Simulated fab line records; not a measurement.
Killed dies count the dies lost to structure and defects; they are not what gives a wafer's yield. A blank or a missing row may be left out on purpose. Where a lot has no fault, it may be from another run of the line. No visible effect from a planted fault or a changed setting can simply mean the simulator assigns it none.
Chamber matching	flow nandHarc	rieDiel-09 running NHARC_A_STAIRCASE_ETCH_292: 4 sister chambers
The step etches the open film in CF4/CHF3. 4 wafers are shown with their chamber, then 12 later ones without.

== EACH WAFER AND ITS CHAMBER ==
wafer	chamber	showerheadPlenumPTorr (Torr)
L084.3	3	1.61
L089.2	0	1.47
L089.3	1	1.56
L089.4	2	1.63

== WAFERS WHOSE CHAMBER IS MISSING ==
wafer	showerheadPlenumPTorr (Torr)
L089.1	1.61
L089.5	1.56
L089.6	1.47
L091.3	1.62
L091.5	1.56
L091.6	1.47
L093.2	1.47
L093.4	1.56
L093.6	1.47
L097.1	1.55
L097.2	1.47
L097.3	1.60

== THE CHAMBER EACH PASSED THROUGH ==
wafer	from the rows above	in truth
L089.1	3	3
L089.5	1	1
L089.6	0	0
L091.3	can't be placed: 2 or 3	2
L091.5	1	1
L091.6	0	0
L093.2	0	0
L093.4	1	1
L093.6	0	0
L097.1	1	1
L097.2	0	0
L097.3	3	3
Correctly placed: 11 of 12. Can't be placed from these rows: 1 (the true chamber is among the candidates in 1). Placed wrongly: 0.
How it was worked out, from the rows above alone: a wafer's distance from a chamber is the root of the sum, over the readings, of the square of ((its reading less the chamber's mean) divided by the reading's scatter). The wafer belongs to the nearest chamber; if the next one is less than 2 further off, it can't be placed. Each chamber's mean is taken over the wafers shown for it. The scatter: with one shown wafer a chamber, the root of the mean of the squares of how far each hidden wafer lies from its nearest shown one.
